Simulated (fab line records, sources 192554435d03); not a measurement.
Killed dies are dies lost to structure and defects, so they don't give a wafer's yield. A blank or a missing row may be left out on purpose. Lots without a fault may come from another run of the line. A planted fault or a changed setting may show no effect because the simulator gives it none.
Chamber matching | flow n5_finfet | N5_ILD0_CMP_03 on cmp-02: 4 sister chambers
The step polishes, stops on SiNx, t overpolish 1.9 s, target thk 197.38 nm. 4 wafers are shown with their chamber, then 7 later ones without.

WAFERS WITH THEIR CHAMBER
wafer  | chamber | motor_current_A (A)
L080.3 | 3       | 14.0
L085.4 | 2       | 16.0
L089.2 | 1       | 11.0
L089.3 | 0       | 9.8

WAFERS WITHOUT THEIR CHAMBER
wafer  | motor_current_A (A)
L089.5 | 9.4
L092.2 | 13.7
L092.3 | 15.2
L092.5 | 14.4
L094.1 | 9.6
L094.3 | 13.6
L094.4 | 15.2

WHICH CHAMBER EACH WENT THROUGH
wafer  | from the rows above     | in truth
L089.5 | 0                       | 0
L092.2 | 3                       | 3
L092.3 | can't be placed: 2 or 3 | 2
L092.5 | 3                       | 3
L094.1 | 0                       | 0
L094.3 | 3                       | 3
L094.4 | can't be placed: 2 or 3 | 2
Placed correctly: 5 of 7. Can't be placed from these rows: 2 (the true chamber is among the candidates in 2). Placed wrongly: 0.
How it was worked out, from the rows above alone: a wafer's distance from a chamber is the root of the sum, over the readings, of the square of ((its reading less the chamber's mean) divided by the reading's scatter). The wafer belongs to the nearest chamber; if the next one is less than 2 further off, it can't be placed. A chamber's mean is the mean of its shown wafers. The scatter: with one shown wafer a chamber, the root of the mean of the squares of how far each hidden wafer lies from its nearest shown one.
